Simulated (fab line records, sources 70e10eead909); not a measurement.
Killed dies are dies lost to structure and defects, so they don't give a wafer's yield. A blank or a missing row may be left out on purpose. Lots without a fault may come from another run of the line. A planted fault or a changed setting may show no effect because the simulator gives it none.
Chamber matching | flow nand_harc | NHARC_A_WL_FILL_ALD_00 on ald_hk-01: 4 sister chambers
The step deposits Al2O3, target thk 3 nm, pulse time 3 s, ald cycles 30. 18 wafers are shown with their chamber, then 9 later ones without.

WAFERS WITH THEIR CHAMBER
wafer  | chamber | heater_power_w (W) | precursor_pulse_height_rel
L074.3 | 0       | 468                | 1.011
L074.4 | 1       | 450                | 1.008
L074.5 | 1       | 448                | 1.006
L077.1 | 3       | 455                | 1.001
L077.2 | 2       | 449                | 0.991
L077.5 | 3       | 466                | 0.975
L083.2 | 1       | 441                | 0.981
L083.3 | 0       | 482                | 1.010
L083.4 | 3       | 451                | 0.998
L081.4 | 2       | 444                | 1.001
L081.5 | 0       | 478                | 1.009
L081.6 | 1       | 449                | 0.994
L084.2 | 2       | 444                | 0.998
L084.4 | 0       | 490                | 0.980
L084.6 | 3       | 461                | 0.999
L085.2 | 3       | 453                | 1.013
L085.4 | 2       | 448                | 0.973
L085.6 | 0       | 478                | 0.979

SIGNATURES (means of the wafers above)
reading                    | chamber 0 | chamber 1 | chamber 2 | chamber 3 | scatter within a chamber
heater_power_w             | 479.20    | 447.00    | 446.25    | 457.20    | 5.83
precursor_pulse_height_rel | 0.99780   | 0.99725   | 0.99075   | 0.99720   | 0.0142
Rule: a wafer's distance from a chamber is the root of the sum, over the readings, of the square of ((its reading less the chamber's mean) divided by the reading's scatter). The wafer belongs to the nearest chamber; if the next one is less than 2 further off, it can't be placed. The scatter: the root of (the sum of the squares of (reading less its chamber's mean) over the shown wafers, divided by (wafers less chambers)).

WAFERS WITHOUT THEIR CHAMBER
wafer  | heater_power_w (W) | precursor_pulse_height_rel
L089.2 | 447                | 1.005
L089.4 | 448                | 0.987
L089.5 | 447                | 0.990
L087.2 | 457                | 0.971
L087.4 | 437                | 1.018
L087.6 | 458                | 0.996
L092.1 | 449                | 0.970
L092.3 | 434                | 1.021
L092.4 | 432                | 1.002

WHICH CHAMBER EACH WENT THROUGH
wafer  | from the rows above          | in truth
L089.2 | can't be placed: 1 or 2 or 3 | 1
L089.4 | can't be placed: 2 or 1 or 3 | 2
L089.5 | can't be placed: 2 or 1 or 3 | 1
L087.2 | can't be placed: 3 or 2 or 1 | 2
L087.4 | can't be placed: 1 or 2 or 3 | 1
L087.6 | can't be placed: 3 or 1 or 2 | 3
L092.1 | can't be placed: 2 or 1 or 3 | 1
L092.3 | can't be placed: 1 or 2 or 3 | 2
L092.4 | can't be placed: 2 or 1 or 3 | 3
Placed correctly: 0 of 9. Can't be placed from these rows: 9 (the true chamber is among the candidates in 9). Placed wrongly: 0.
